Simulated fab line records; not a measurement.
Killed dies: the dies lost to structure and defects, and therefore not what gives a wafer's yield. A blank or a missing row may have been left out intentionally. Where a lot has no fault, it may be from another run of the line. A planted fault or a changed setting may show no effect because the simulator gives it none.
Chamber matching / flow nand_harc / NHARC_A_BONDPAD_ETCH_12 on rie_diel-10 has 4 sister chambers
The step etches the open film in CHF3/O2, target depth 220 nm, time 110 s. 4 wafers are shown with their chamber, then 7 later ones without.

## WAFERS PAIRED WITH THEIR CHAMBERS
wafer=L669.5; chamber=3; showerhead_plenum_p_Torr (Torr)=2.28
wafer=L690.1; chamber=0; showerhead_plenum_p_Torr (Torr)=2.52
wafer=L690.4; chamber=1; showerhead_plenum_p_Torr (Torr)=2.45
wafer=L689.5; chamber=2; showerhead_plenum_p_Torr (Torr)=2.25

## WAFERS MISSING THEIR CHAMBER
wafer=L689.6; showerhead_plenum_p_Torr (Torr)=2.45
wafer=L691.3; showerhead_plenum_p_Torr (Torr)=2.52
wafer=L691.4; showerhead_plenum_p_Torr (Torr)=2.27
wafer=L691.5; showerhead_plenum_p_Torr (Torr)=2.27
wafer=L692.4; showerhead_plenum_p_Torr (Torr)=2.25
wafer=L692.5; showerhead_plenum_p_Torr (Torr)=2.25
wafer=L692.6; showerhead_plenum_p_Torr (Torr)=2.27

## WHICH CHAMBER EACH ONE RAN IN
wafer=L689.6; from the rows above=1; in truth=1
wafer=L691.3; from the rows above=0; in truth=0
wafer=L691.4; from the rows above=can't be placed: 3 or 2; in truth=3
wafer=L691.5; from the rows above=can't be placed: 3 or 2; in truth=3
wafer=L692.4; from the rows above=2; in truth=2
wafer=L692.5; from the rows above=2; in truth=2
wafer=L692.6; from the rows above=can't be placed: 3 or 2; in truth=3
Correct placement for 4 of the 7. Not placeable from these rows: 3 (in 3, the candidates include the true chamber). Number placed wrongly: 0.
How it was worked out, from the rows above alone: a wafer's distance from a chamber is the root of the sum, over the readings, of the square of ((its reading less the chamber's mean) divided by the reading's scatter). If the next closest chamber is less than 2 further off than the closest, the wafer can't be placed; otherwise it belongs to the closest. For every chamber, the mean is computed from those of its wafers that are shown. The scatter: with one shown wafer a chamber, the root of the mean of the squares of how far each hidden wafer lies from its nearest shown one.
